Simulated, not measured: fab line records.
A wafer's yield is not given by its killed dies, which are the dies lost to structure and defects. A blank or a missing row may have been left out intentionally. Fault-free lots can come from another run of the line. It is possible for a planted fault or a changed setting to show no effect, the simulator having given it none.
Which tool was responsible? | flow n5_finfet | 22 lots, 66 wafers sampled, at 4 steps of a route of 1938

== WHAT THE GAUGES SHOWED, per wafer ==
N5_BEOL_M1_THK_MEAS_01. Usual: for M1_ILD_THK the level is 79.3 nm and the standard deviation is 0.99.
lot  | measured     | on            | M1_ILD_THK (nm) | flag
L074 | day 5 21:12  | film_metro-02 | 79.3 80.9 81.2  |
L075 | day 6 05:13  | film_metro-01 | 77.9 77.3 80.0  |
L076 | day 6 16:11  | film_metro-02 | 80.0 79.6 79.7  |
L077 | day 6 16:33  | film_metro-01 | 79.0 78.7 80.6  |
L078 | day 6 23:31  | film_metro-02 | 78.9 79.7 80.1  |
L080 | day 7 12:01  | film_metro-02 | 77.0 77.9 78.8  |
L081 | day 7 23:20  | film_metro-01 | 78.5 79.3 78.4  |
L082 | day 7 22:29  | film_metro-01 | 79.2 79.2 80.4  |
L083 | day 8 04:09  | film_metro-01 | 78.2 77.9 79.8  |
L084 | day 8 09:07  | film_metro-02 | 78.8 79.3 79.9  |
L085 | day 8 16:15  | film_metro-02 | 78.8 78.8 81.0  |
L086 | day 9 02:07  | film_metro-01 | 78.2 78.6 79.8  |
L088 | day 9 12:53  | film_metro-02 | 78.6 79.8 78.6  |
L089 | day 10 01:08 | film_metro-02 | 79.3 80.4 79.8  |
L090 | day 10 06:36 | film_metro-01 | 78.6 78.4 79.9  |
L092 | day 10 16:02 | film_metro-01 | 77.9 78.1 80.2  |
L091 | day 10 14:41 | film_metro-02 | 78.5 79.0 78.5  |
L093 | day 10 15:37 | film_metro-01 | 79.7 80.4 79.7  |
L094 | day 10 19:56 | film_metro-01 | 79.2 79.0 79.6  |
L095 | day 11 07:05 | film_metro-01 | 78.2 77.4 79.1  |
L096 | day 11 18:07 | film_metro-02 | 79.2 78.7 81.2  |
L097 | day 11 18:20 | film_metro-02 | 78.6 80.3 80.1  |

== TOOL THAT RAN EACH LOT (tool first, then ch and the chambers of the sampled wafers, then the start) ==
lot  | N5_BEOL_M0_CUTY_ETCH_62            | N5_BEOL_M0_SPUTTER_116       | N5_BEOL_M0_SPUTTER_132
L074 | rie_diel-02 ch 0,1,3, day 5 17:22  | pvd_sputter-03, day 5 19:36  | pvd_sputter-03, day 5 19:43
L075 | rie_diel-01 ch 0,1,2, day 5 22:33  | pvd_sputter-03, day 6 02:52  | pvd_sputter-03, day 6 02:59
L076 | rie_diel-04 ch 0,2,3, day 6 08:55  | pvd_sputter-02, day 6 13:54  | pvd_sputter-02, day 6 14:01
L077 | rie_diel-01 ch 1,2,3, day 6 10:27  | pvd_sputter-01, day 6 14:01  | pvd_sputter-01, day 6 14:08
L078 | rie_diel-02 ch 1,3, day 6 18:20    | pvd_sputter-01, day 6 21:44  | pvd_sputter-01, day 6 21:52
L080 | rie_diel-02 ch 0,2,3, day 7 07:44  | pvd_sputter-02, day 7 10:28  | pvd_sputter-02, day 7 10:35
L081 | rie_diel-01 ch 1,2,3, day 7 10:25  | pvd_sputter-03, day 7 20:55  | pvd_sputter-03, day 7 21:02
L082 | rie_diel-04 ch 0,2,3, day 7 15:59  | pvd_sputter-02, day 7 20:32  | pvd_sputter-02, day 7 20:39
L083 | rie_diel-01 ch 2,3, day 7 22:06    | pvd_sputter-01, day 8 02:37  | pvd_sputter-01, day 8 02:44
L084 | rie_diel-02 ch 0,1,3, day 8 02:39  | pvd_sputter-02, day 8 07:35  | pvd_sputter-02, day 8 07:42
L085 | rie_diel-02 ch 0,1,2, day 8 11:25  | pvd_sputter-03, day 8 14:43  | pvd_sputter-03, day 8 14:50
L086 | rie_diel-04 ch 1,2,3, day 8 22:22  | pvd_sputter-01, day 9 00:33  | pvd_sputter-01, day 9 00:40
L088 | rie_diel-02 ch 0,2,3, day 9 06:29  | pvd_sputter-03, day 9 10:18  | pvd_sputter-03, day 9 10:25
L089 | rie_diel-02 ch 0,1,2, day 9 17:26  | pvd_sputter-03, day 9 23:21  | pvd_sputter-03, day 9 23:28
L090 | rie_diel-01 ch 0,1,3, day 10 03:25 | pvd_sputter-03, day 10 04:59 | pvd_sputter-03, day 10 05:06
L092 | rie_diel-01 ch 0,1,2, day 10 07:02 | pvd_sputter-01, day 10 14:26 | pvd_sputter-01, day 10 14:33
L091 | rie_diel-04 ch 0,1,3, day 10 07:43 | pvd_sputter-03, day 10 12:47 | pvd_sputter-03, day 10 12:55
L093 | rie_diel-04 ch 0,1, day 10 10:44   | pvd_sputter-01, day 10 13:59 | pvd_sputter-01, day 10 14:07
L094 | rie_diel-01 ch 0,1,3, day 10 13:53 | pvd_sputter-02, day 10 18:01 | pvd_sputter-02, day 10 18:08
L095 | rie_diel-02 ch 0,3, day 11 00:23   | pvd_sputter-03, day 11 05:05 | pvd_sputter-03, day 11 05:12
L096 | rie_diel-02 ch 0,1,2, day 11 11:01 | pvd_sputter-03, day 11 15:47 | pvd_sputter-03, day 11 15:55
L097 | rie_diel-02 ch 0,1,2, day 11 11:18 | pvd_sputter-02, day 11 16:16 | pvd_sputter-02, day 11 16:23
- N5_BEOL_M0_CUTY_ETCH_62: etches SiARC in CF4, time 58.5 s.
- N5_BEOL_M0_SPUTTER_116: material Cu, target thk 4 nm, time 7.37 s.
- N5_BEOL_M0_SPUTTER_132: material Cu, target thk 4 nm, time 7.37 s.

== AS READ BY THE TOOLS THEMSELVES (means over the sampled wafers that have a number; for cases with no such wafer, the mark the record gives instead) ==
N5_BEOL_M0_CUTY_ETCH_62. Usual: chamber_pressure_mTorr is 40.00 mTorr with standard deviation 0.037, drypump_motor_current_A is 5.5 A with standard deviation 0.43, etch_rf_on_time_s is 58.1 s with standard deviation 0.94, oes_product_au is 0.70 a.u. with standard deviation 0.081, rf_vpp_V is 184.1 V with standard deviation 1.2, showerhead_plenum_p_Torr is 2.15 Torr with standard deviation 0.061, and throttle_valve_pct is 15.70 % with standard deviation 0.25.
lot  | tool        | chamber_pressure_mTorr (mTorr) | drypump_motor_current_A (A) | etch_rf_on_time_s (s) | oes_product_au (a.u.) | rf_vpp_V (V) | showerhead_plenum_p_Torr (Torr) | throttle_valve_pct (%) | flag
L074 | rie_diel-02 | 40.02                          | 5.3                         | 58.9                  | 0.63                  | 183.7        | 2.13                            | 15.78                  |
L075 | rie_diel-01 | 39.96                          | 5.9                         | 57.8                  | 0.70                  | 184.7        | 2.19                            | 15.61                  |
L076 | rie_diel-04 | 40.00                          | 5.5                         | 57.2                  | 0.79                  | 184.9        | 2.18                            | 15.64                  |
L077 | rie_diel-01 | 39.99                          | 6.0                         | 57.4                  | 0.74                  | 185.5        | 2.20                            | 15.60                  |
L078 | rie_diel-02 | 40.04                          | 5.1                         | 58.5                  | 0.71                  | 184.9        | 2.13                            | 15.53                  |
L080 | rie_diel-02 | 40.02                          | 5.2                         | 58.6                  | 0.63                  | 182.7        | 2.11                            | 15.82                  |
L081 | rie_diel-01 | 40.04                          | 5.9                         | 57.1                  | 0.73                  | 183.9        | 2.20                            | 15.62                  |
L082 | rie_diel-04 | 40.00                          | 5.5                         | 57.1                  | 0.77                  | 184.3        | 2.18                            | 15.68                  |
L083 | rie_diel-01 | 40.00                          | 6.0                         | 57.2                  | 0.74                  | 185.7        | 2.25                            | 15.64                  |
L084 | rie_diel-02 | 40.04                          | 5.3                         | 58.5                  | 0.69                  | 184.1        | 2.13                            | 15.65                  |
L085 | rie_diel-02 | 39.98                          | 5.3                         | 58.6                  | 0.68                  | 183.7        | 2.09                            | 15.73                  |
L086 | rie_diel-04 | 39.98                          | 5.2                         | 58.5                  | 0.68                  | 184.1        | 2.15                            | 15.77                  |
L088 | rie_diel-02 | 40.01                          | 5.2                         | 58.9                  | 0.62                  | 183.8        | 2.11                            | 15.84                  |
L089 | rie_diel-02 | 40.01                          | 5.3                         | 58.4                  | 0.67                  | 183.0        | 2.09                            | 15.76                  |
L090 | rie_diel-01 | 40.01                          | 6.1                         | 57.1                  | 0.72                  | 184.7        | 2.16                            | 15.75                  |
L092 | rie_diel-01 | 39.98                          | 5.9                         | 57.9                  | 0.74                  | 184.5        | 2.17                            | 15.50                  |
L091 | rie_diel-04 | 40.02                          | 5.2                         | 57.6                  | 0.67                  | 183.4        | 2.15                            | 15.79                  |
L093 | rie_diel-04 | 39.99                          | 5.0                         | 58.7                  | 0.63                  | 184.1        | 2.13                            | 15.88                  |
L094 | rie_diel-01 | 39.98                          | 6.1                         | 57.0                  | 0.71                  | 184.2        | 2.16                            | 15.76                  |
L095 | rie_diel-02 | 40.00                          | 5.4                         | 58.5                  | 0.63                  | 183.5        | 2.13                            | 15.87                  |
L096 | rie_diel-02 | 40.00                          | 5.3                         | 59.0                  | 0.65                  | 183.8        | 2.09                            | 15.79                  |
L097 | rie_diel-02 | 40.00                          | 5.3                         | 59.3                  | 0.65                  | 183.2        | 2.09                            | 15.78                  |

N5_BEOL_M0_SPUTTER_116. Usual: chuck_sensor_temp_C -16.0 C, standard deviation 0.55; substrate_temp_c -20.01 C, standard deviation 0.12; throttle_valve_pct 29.5 %, standard deviation 0.75.
lot  | tool           | chuck_sensor_temp_C (C) | substrate_temp_c (C) | throttle_valve_pct (%) | flag
L074 | pvd_sputter-03 | -15.5                   | -19.95               | 29.4                   |
L075 | pvd_sputter-03 | -15.4                   | -19.94               | 29.3                   |
L076 | pvd_sputter-02 | -15.8                   | -19.96               | 29.6                   |
L077 | pvd_sputter-01 | -16.4                   | -20.03               | 29.0                   |
L078 | pvd_sputter-01 | -16.3                   | -20.06               | 29.1                   |
L080 | pvd_sputter-02 | -16.4                   | -20.01               | 29.1                   |
L081 | pvd_sputter-03 | -15.9                   | -20.11               | 29.7                   |
L082 | pvd_sputter-02 | -16.0                   | -20.07               | 29.5                   |
L083 | pvd_sputter-01 | -16.3                   | -20.03               | 29.9                   |
L084 | pvd_sputter-02 | -16.1                   | -19.99               | 29.3                   |
L085 | pvd_sputter-03 | -15.5                   | -20.08               | 29.7                   |
L086 | pvd_sputter-01 | -16.3                   | -20.05               | 30.0                   |
L088 | pvd_sputter-03 | -15.5                   | -20.00               | 29.5                   |
L089 | pvd_sputter-03 | -15.7                   | -19.87               | 29.8                   |
L090 | pvd_sputter-03 | -16.0                   | -19.96               | 29.7                   |
L092 | pvd_sputter-01 | -16.3                   | -20.05               | 29.4                   |
L091 | pvd_sputter-03 | -15.9                   | -20.09               | 29.7                   |
L093 | pvd_sputter-01 | -16.3                   | -20.11               | 28.8                   |
L094 | pvd_sputter-02 | -16.2                   | -19.99               | 29.3                   |
L095 | pvd_sputter-03 | -15.7                   | -20.03               | 29.7                   |
L096 | pvd_sputter-03 | -15.1                   | -20.07               | 29.1                   |
L097 | pvd_sputter-02 | -15.8                   | -19.94               | 29.6                   |

N5_BEOL_M0_SPUTTER_132. Usual: chuck_sensor_temp_C -16.0 C, standard deviation 0.54; substrate_temp_c -20.00 C, standard deviation 0.11; throttle_valve_pct 29.5 %, standard deviation 0.77.
lot  | tool           | chuck_sensor_temp_C (C) | substrate_temp_c (C) | throttle_valve_pct (%) | flag
L074 | pvd_sputter-03 | -15.6                   | -19.86               | 29.3                   |
L075 | pvd_sputter-03 | -15.5                   | -19.93               | 29.2                   |
L076 | pvd_sputter-02 | -15.7                   | -19.92               | 29.4                   |
L077 | pvd_sputter-01 | -16.4                   | -20.06               | 28.6                   |
L078 | pvd_sputter-01 | -16.4                   | -20.06               | 29.1                   |
L080 | pvd_sputter-02 | -16.4                   | -19.93               | 29.0                   |
L081 | pvd_sputter-03 | -15.9                   | -19.97               | 29.6                   |
L082 | pvd_sputter-02 | -15.9                   | -19.96               | 29.7                   |
L083 | pvd_sputter-01 | -16.4                   | -20.09               | 29.9                   |
L084 | pvd_sputter-02 | -16.0                   | -20.08               | 29.3                   |
L085 | pvd_sputter-03 | -15.7                   | -19.89               | 29.8                   |
L086 | pvd_sputter-01 | -16.4                   | -19.98               | 29.8                   |
L088 | pvd_sputter-03 | -15.7                   | -20.12               | 29.6                   |
L089 | pvd_sputter-03 | -15.7                   | -19.95               | 29.7                   |
L090 | pvd_sputter-03 | -16.0                   | -19.84               | 29.5                   |
L092 | pvd_sputter-01 | -16.3                   | -20.00               | 29.5                   |
L091 | pvd_sputter-03 | -15.9                   | -20.14               | 29.5                   |
L093 | pvd_sputter-01 | -16.4                   | -20.04               | 28.7                   |
L094 | pvd_sputter-02 | -16.1                   | -20.08               | 29.3                   |
L095 | pvd_sputter-03 | -15.6                   | -20.03               | 29.6                   |
L096 | pvd_sputter-03 | -15.2                   | -19.99               | 29.3                   |
L097 | pvd_sputter-02 | -15.8                   | -19.89               | 29.7                   |

== THE ANSWER, worked out from the rows above alone ==
Rule: take the mean of a lot's wafers that have a number; if it is more than 3 standard deviations from the usual mean, the lot is off. A lot without any number at a reading at which 4 lots or more have one is off too. Any other lot the step has rows for is counted as sound. First the gauges in route order, then the tools' own readings, where a lot's mean is used as printed above. The first step at which some lot is off is used, and at that step the reading that is off furthest; a lot without a number counts as furthest.
Nothing can be told from this: no lot is off at any reading shown.

== WHAT WAS PUT IN BY THE SIMULATOR ==
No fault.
